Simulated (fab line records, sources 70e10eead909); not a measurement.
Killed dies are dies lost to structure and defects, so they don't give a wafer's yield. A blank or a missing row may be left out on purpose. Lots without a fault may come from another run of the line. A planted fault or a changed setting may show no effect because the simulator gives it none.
Which tool did it? | flow nand_harc | 6 lots, 18 wafers sampled, at 3 steps of a route of 1302

WHAT THE GAUGES READ, wafer by wafer
NHARC_P_M2_THK_MEAS_24: measures by xrf.
lot  | measured     | on            | thk_nm (nm)
L144 | day 7 17:01  | film_metro-02 | 146.2 144.8 145.1
L142 | day 8 00:28  | film_metro-01 | 142.7 145.5 146.6
L147 | day 8 12:50  | film_metro-02 | 143.8 143.3 144.6
L150 | day 10 00:44 | film_metro-02 | 144.6 144.5 143.7
L153 | day 11 02:04 | film_metro-02 | 143.1 144.4 142.1
L156 | day 12 19:49 | film_metro-01 | 142.7 145.4 146.2

WHICH TOOL RAN EACH LOT (tool, then ch and the chambers of the sampled wafers, then the start)
lot  | NHARC_P_M2_PVD_21                       | NHARC_P_M2_ANNEAL_31
L144 | pvd_sputter-02, day 7 16:24 or earlier  | rtp_anneal-02 ch 0, day 7 16:24
L142 | pvd_sputter-03, day 7 23:58 or earlier  | rtp_anneal-02 ch 0, day 7 23:58
L147 | pvd_sputter-01, day 8 12:09 or earlier  | rtp_anneal-02 ch 0, day 8 12:09
L150 | pvd_sputter-03, day 10 00:08 or earlier | rtp_anneal-02 ch 0, day 10 00:08
L153 | pvd_sputter-01, day 11 01:31 or earlier | rtp_anneal-01 ch 0, day 11 01:31
L156 | pvd_sputter-03, day 12 19:09 or earlier | rtp_anneal-01 ch 0, day 12 19:09
- NHARC_P_M2_PVD_21: deposits Cu, target thk 30 nm, time 20.49 s.
- NHARC_P_M2_ANNEAL_31: time 90 s.

THE ANSWER, worked out from the rows above alone
Rule: what is usual is taken from the lots themselves. Put in order of their means at a reading, lots are off if they are a third of the lots or fewer, leave a main group of 4 or more, and stand apart from it by a gap of 3 or more times the standard deviation of the main group's means; of several such gaps the widest counts. A main group whose means are all the same, to the digits that the tables above print for the reading, isn't used. A lot without any number at a reading at which 4 lots or more have one is off too. The other lots that the step has rows for count as sound.
No lot is off at any reading shown: from this, nothing can be told.

WHAT THE SIMULATOR HAD PUT IN
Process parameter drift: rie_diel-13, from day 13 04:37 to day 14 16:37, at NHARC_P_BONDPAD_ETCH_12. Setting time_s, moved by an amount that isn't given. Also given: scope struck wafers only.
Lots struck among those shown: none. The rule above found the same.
